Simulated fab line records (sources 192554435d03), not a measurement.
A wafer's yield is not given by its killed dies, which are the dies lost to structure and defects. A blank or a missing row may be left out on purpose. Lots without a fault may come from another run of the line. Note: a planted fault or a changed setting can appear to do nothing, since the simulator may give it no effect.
Which tool was responsible? -- flow n5-finfet -- 72 wafers from 24 lots sampled at 6 of the route's 1938 steps

== WHAT EACH GAUGE READ, for each wafer ==
N5_BEOL_M12_INSPECT_55: inspects for defects (darkfield). Usual: raw-defect-count reads 79 (standard deviation 29).
lot,measured,on,raw-defect-count,flag
L074,day 11 11:55,defect-inspect-02,45 70 55,
L076,day 11 13:36,defect-inspect-02,114 93 121,
L075,day 12 01:32,defect-inspect-02,72 47 83,
L077,day 12 01:44,defect-inspect-02,54 80 77,
L078,day 12 03:47,defect-inspect-02,103 90 137,
L080,day 12 16:16,defect-inspect-02,103 79 77,
L079,day 12 17:03,defect-inspect-01,89 75 62,
L082,day 12 23:32,defect-inspect-01,102 88 74,
L083,day 13 05:52,defect-inspect-02,92 113 115,
L081,day 13 06:08,defect-inspect-02,133 129 155,
L084,day 13 12:29,defect-inspect-01,73 63 66,
L085,day 14 06:31,defect-inspect-02,60 66 80,
L087,day 14 12:06,defect-inspect-02,42 68 47,
L086,day 14 12:26,defect-inspect-02,39 85 49,
L089,day 14 18:45,defect-inspect-01,59 48 82,
L090,day 15 02:06,defect-inspect-02,62 91 66,
L088,day 15 03:17,defect-inspect-01,82 55 79,
L091,day 15 03:51,defect-inspect-01,106 77 68,
L092,day 15 12:59,defect-inspect-02,100 80 107,
L093,day 16 06:41,defect-inspect-02,69 84 132,
L095,day 16 08:13,defect-inspect-01,51 55 46,
L096,day 16 13:37,defect-inspect-01,65 56 74,
L094,day 16 17:44,defect-inspect-02,126 119 168,
L097,day 16 18:55,defect-inspect-01,70 84 52,

N5_BEOL_M13_OVL_MEAS_29. Usual: for M13_OVL the level is 0 nm and the standard deviation is 5.1.
lot,measured,on,M13_OVL (nm),flag
L074,day 11 13:52,overlay-02,-7 -4 0,
L076,day 11 15:11,overlay-02,2 0 2,
L075,day 12 03:08,overlay-02,9 -5 2,
L077,day 12 03:19,overlay-02,-1 1 2,
L078,day 12 06:58,overlay-02,6 -3 15,
L080,day 12 17:53,overlay-02,-6 -1 -11,
L079,day 12 18:35,overlay-02,0 1 4,
L082,day 13 01:16,overlay-02,4 -8 7,
L083,day 13 07:21,overlay-02,-1 -1 4,
L081,day 13 07:39,overlay-01,0 3 2,
L084,day 13 14:08,overlay-01,-6 -1 1,
L085,day 14 08:24,overlay-01,-4 -2 -2,
L087,day 14 13:41,overlay-01,0 4 7,
L086,day 14 14:01,overlay-01,4 -3 -3,
L089,day 14 20:28,overlay-02,-4 -3 -2,
L090,day 15 03:51,overlay-02,4 9 6,
L088,day 15 04:53,overlay-02,-6 3 -2,
L091,day 15 05:27,overlay-02,-1 4 1,
L092,day 15 14:35,overlay-02,2 5 9,
L093,day 16 08:16,overlay-01,-6 -2 -9,
L095,day 16 09:49,overlay-01,2 5 8,
L096,day 16 15:13,overlay-02,7 11 10,
L094,day 16 19:27,overlay-01,-1 -2 -6,
L097,day 16 20:34,overlay-02,3 -2 -4,

N5_BEOL_M13_THK_MEAS_50: measures by xrf. Usual: for M13_THK the level is 430 nm and the standard deviation is 8.8.
lot,measured,on,M13_THK (nm),flag
L074,day 11 17:04,film-metro-01,421 433 437,
L076,day 11 19:55,film-metro-01,439 447 440,
L075,day 12 05:46,film-metro-01,419 426 442,
L077,day 12 06:02,film-metro-01,417 421 425,
L078,day 12 15:02,film-metro-02,419 427 437,
L080,day 12 22:56,film-metro-02,438 422 424,
L079,day 12 23:01,film-metro-01,414 421 427,
L082,day 13 04:20,film-metro-02,426 413 427,
L083,day 13 11:23,film-metro-02,443 426 440,
L081,day 13 13:56,film-metro-02,428 426 431,
L084,day 13 18:01,film-metro-02,452 434 433,
L085,day 14 11:37,film-metro-02,429 428 424,
L087,day 14 16:32,film-metro-02,439 429 441,
L086,day 14 16:46,film-metro-01,442 439 417,
L089,day 15 01:52,film-metro-01,425 428 433,
L090,day 15 12:40,film-metro-01,442 420 441,
L088,day 15 13:23,film-metro-02,434 440 431,
L091,day 15 13:23,film-metro-01,433 422 426,
L092,day 15 22:44,film-metro-02,439 426 423,
L093,day 16 12:54,film-metro-01,433 436 433,
L095,day 16 13:55,film-metro-01,420 446 417,
L096,day 16 18:22,film-metro-01,440 419 420,
L094,day 16 21:35,film-metro-01,436 440 437,
L097,day 16 23:37,film-metro-02,429 418 442,

== TOOL THAT RAN EACH LOT (tool first, then ch and the chambers of the sampled wafers, then the start) ==
lot,N5_BEOL_M13_ETCH_68,N5_BEOL_M13_SPUTTER_43,N5_BEOL_M13_SPUTTER_45
L074,"rie-diel-06 ch 0,2,3, day 11 14:06","pvd-sputter-01, day 11 16:02","pvd-sputter-01, day 11 16:12"
L076,"rie-diel-02 ch 0,1, day 11 15:26","pvd-sputter-01, day 11 18:53","pvd-sputter-01, day 11 19:03"
L075,"rie-diel-05 ch 1,2,3, day 12 03:43","pvd-sputter-02, day 12 04:44","pvd-sputter-02, day 12 04:53"
L077,"rie-diel-06 ch 0,3, day 12 04:02","pvd-sputter-03, day 12 04:57","pvd-sputter-03, day 12 05:07"
L078,"rie-diel-06 ch 0,1,2, day 12 08:51","pvd-sputter-03, day 12 14:01","pvd-sputter-03, day 12 14:10"
L080,"rie-diel-02 ch 1,3, day 12 18:13","pvd-sputter-02, day 12 21:53","pvd-sputter-02, day 12 22:02"
L079,"rie-diel-05 ch 2,3, day 12 18:55","pvd-sputter-01, day 12 21:59","pvd-sputter-01, day 12 22:08"
L082,"rie-diel-06 ch 0,3, day 13 01:30","pvd-sputter-01, day 13 03:17","pvd-sputter-01, day 13 03:26"
L083,"rie-diel-05 ch 0,1,2, day 13 07:35","pvd-sputter-03, day 13 10:17","pvd-sputter-03, day 13 10:27"
L081,"rie-diel-02 ch 0,3, day 13 07:53","pvd-sputter-03, day 13 12:43","pvd-sputter-03, day 13 12:52"
L084,"rie-diel-02 ch 0,1,3, day 13 14:31","pvd-sputter-01, day 13 16:58","pvd-sputter-01, day 13 17:08"
L085,"rie-diel-06 ch 0,2, day 14 08:38","pvd-sputter-02, day 14 10:35","pvd-sputter-02, day 14 10:44"
L087,"rie-diel-06 ch 0,1,3, day 14 13:56","pvd-sputter-03, day 14 15:29","pvd-sputter-03, day 14 15:39"
L086,"rie-diel-05 ch 0,2, day 14 14:16","pvd-sputter-01, day 14 15:44","pvd-sputter-01, day 14 15:54"
L089,"rie-diel-02 ch 0,2,3, day 14 20:43","pvd-sputter-03, day 15 00:50","pvd-sputter-03, day 15 01:00"
L090,"rie-diel-05 ch 0,3, day 15 04:09","pvd-sputter-01, day 15 11:35","pvd-sputter-01, day 15 11:45"
L088,"rie-diel-06 ch 1,2, day 15 05:07","pvd-sputter-02, day 15 11:59","pvd-sputter-02, day 15 12:08"
L091,"rie-diel-02 ch 0,2,3, day 15 05:41","pvd-sputter-01, day 15 11:59","pvd-sputter-01, day 15 12:09"
L092,"rie-diel-06 ch 0,1,3, day 15 14:50","pvd-sputter-01, day 15 21:40","pvd-sputter-01, day 15 21:49"
L093,"rie-diel-02 ch 2,3, day 16 08:46","pvd-sputter-03, day 16 11:34","pvd-sputter-03, day 16 11:44"
L095,"rie-diel-05 ch 1,2,3, day 16 10:14","pvd-sputter-01, day 16 12:53","pvd-sputter-01, day 16 13:03"
L096,"rie-diel-05 ch 1,2, day 16 15:27","pvd-sputter-03, day 16 17:11","pvd-sputter-03, day 16 17:21"
L094,"rie-diel-02 ch 2,3, day 16 19:44","pvd-sputter-01, day 16 20:34","pvd-sputter-01, day 16 20:43"
L097,"rie-diel-06 ch 0,1,3, day 16 21:08","pvd-sputter-02, day 16 22:21","pvd-sputter-02, day 16 22:31"
- N5_BEOL_M13_ETCH_68: etches SOC in N2/H2, time 355 s.
- N5_BEOL_M13_SPUTTER_43: material TaN, target thk 15 nm, time 24.19 s.
- N5_BEOL_M13_SPUTTER_45: material Cu, target thk 80 nm, time 13.33 s.

== AS READ BY THE TOOLS THEMSELVES (means over the sampled wafers that have a number; for cases with no such wafer, the mark the record gives instead) ==
N5_BEOL_M13_ETCH_68. Usual: drypump-motor-current-A 5.9 A, standard deviation 0.35; n2-flow-sccm 200.1 sccm, standard deviation 0.61; oes-product-au 0.78 a.u., standard deviation 0.085; rf-vpp-V 523 V, standard deviation 3.3; showerhead-plenum-p-Torr 2.52 Torr, standard deviation 0.12; throttle-valve-pct 17.73 %, standard deviation 0.27.
lot,tool,drypump-motor-current-A (A),n2-flow-sccm (sccm),oes-product-au (a.u.),rf-vpp-V (V),showerhead-plenum-p-Torr (Torr),throttle-valve-pct (%),flag
L074,rie-diel-06,6.1,199.7,0.83,524,2.57,17.62,
L076,rie-diel-02,5.7,199.9,0.70,521,2.42,17.67,
L075,rie-diel-05,5.8,199.1,0.73,521,2.46,18.02,
L077,rie-diel-06,6.4,200.2,0.85,525,2.54,17.62,
L078,rie-diel-06,5.9,200.3,0.75,524,2.54,17.90,
L080,rie-diel-02,6.1,200.1,0.71,521,2.39,17.63,
L079,rie-diel-05,6.0,199.9,0.73,524,2.54,17.97,
L082,rie-diel-06,6.4,200.5,0.86,522,2.52,17.46,
L083,rie-diel-05,5.7,200.4,0.75,521,2.40,17.75,
L081,rie-diel-02,5.6,200.2,0.76,522,2.49,17.62,
L084,rie-diel-02,5.8,199.7,0.73,522,2.44,17.64,
L085,rie-diel-06,6.1,199.5,0.78,526,2.59,17.83,
L087,rie-diel-06,6.2,200.4,0.89,525,2.58,17.57,
L086,rie-diel-05,5.7,200.0,0.79,520,2.41,17.43,
L089,rie-diel-02,5.7,200.7,0.77,524,2.54,17.74,
L090,rie-diel-05,5.6,200.6,0.80,523,2.51,17.63,
L088,rie-diel-06,5.6,199.8,0.80,527,2.67,17.76,
L091,rie-diel-02,5.7,199.9,0.77,523,2.54,17.74,
L092,rie-diel-06,6.2,200.2,0.86,525,2.58,17.59,
L093,rie-diel-02,5.9,200.0,0.80,525,2.60,17.85,
L095,rie-diel-05,5.8,200.0,0.81,524,2.55,17.89,
L096,rie-diel-05,5.8,199.9,0.78,522,2.46,17.71,
L094,rie-diel-02,6.0,200.2,0.79,523,2.51,17.73,
L097,rie-diel-06,6.2,200.2,0.86,524,2.57,17.61,

N5_BEOL_M13_SPUTTER_43. Usual: susceptor-temp-C 50.00 C, standard deviation 0.12; throttle-valve-pct 30.3 %, standard deviation 0.7.
lot,tool,susceptor-temp-C (C),throttle-valve-pct (%),flag
L074,pvd-sputter-01,50.10,30.2,
L076,pvd-sputter-01,49.92,30.5,
L075,pvd-sputter-02,49.99,30.9,
L077,pvd-sputter-03,50.01,30.6,
L078,pvd-sputter-03,50.10,30.4,
L080,pvd-sputter-02,50.00,30.1,
L079,pvd-sputter-01,49.92,30.4,
L082,pvd-sputter-01,50.01,30.7,
L083,pvd-sputter-03,50.09,30.2,
L081,pvd-sputter-03,49.92,29.8,
L084,pvd-sputter-01,49.94,29.9,
L085,pvd-sputter-02,50.03,30.0,
L087,pvd-sputter-03,49.94,30.2,
L086,pvd-sputter-01,50.10,30.4,
L089,pvd-sputter-03,50.13,30.3,
L090,pvd-sputter-01,49.88,30.2,
L088,pvd-sputter-02,49.94,30.8,
L091,pvd-sputter-01,50.00,30.6,
L092,pvd-sputter-01,49.84,30.2,
L093,pvd-sputter-03,50.00,30.2,
L095,pvd-sputter-01,50.05,30.8,
L096,pvd-sputter-03,49.89,30.5,
L094,pvd-sputter-01,50.07,30.5,
L097,pvd-sputter-02,49.95,29.8,

N5_BEOL_M13_SPUTTER_45. Usual: susceptor-temp-C -20.01 C, standard deviation 0.1; throttle-valve-pct 30.3 %, standard deviation 0.68.
lot,tool,susceptor-temp-C (C),throttle-valve-pct (%),flag
L074,pvd-sputter-01,-19.96,30.3,
L076,pvd-sputter-01,-20.05,30.5,
L075,pvd-sputter-02,-20.04,31.0,
L077,pvd-sputter-03,-19.95,30.8,
L078,pvd-sputter-03,-19.99,30.3,
L080,pvd-sputter-02,-19.97,30.1,
L079,pvd-sputter-01,-19.90,30.3,
L082,pvd-sputter-01,-20.00,30.4,
L083,pvd-sputter-03,-20.03,30.2,
L081,pvd-sputter-03,-20.07,29.9,
L084,pvd-sputter-01,-19.95,29.8,
L085,pvd-sputter-02,-20.08,29.9,
L087,pvd-sputter-03,-20.04,30.2,
L086,pvd-sputter-01,-20.03,30.3,
L089,pvd-sputter-03,-20.03,30.3,
L090,pvd-sputter-01,-20.00,30.2,
L088,pvd-sputter-02,-20.03,31.0,
L091,pvd-sputter-01,-19.99,30.6,
L092,pvd-sputter-01,-20.10,30.3,
L093,pvd-sputter-03,-20.06,30.3,
L095,pvd-sputter-01,-19.99,30.5,
L096,pvd-sputter-03,-20.01,30.5,
L094,pvd-sputter-01,-19.97,30.6,
L097,pvd-sputter-02,-20.03,29.9,

== THE ANSWER, worked out from the rows above alone ==
Rule: take the mean of a lot's wafers that have a number; if it is more than 3 standard deviations from the usual mean, the lot is off. A lot without any number at a reading at which 4 lots or more have one is off too. All remaining lots with rows at the step are treated as sound. After the gauges, taken in route order, come the tools' own readings; for these a lot's mean is taken, as printed above. The first step at which some lot is off is used, and at that step the reading that is off furthest; a lot without a number counts as furthest.
None of the lots is off at any reading shown; this tells nothing.

== WHAT THE SIMULATOR HAD PUT IN ==
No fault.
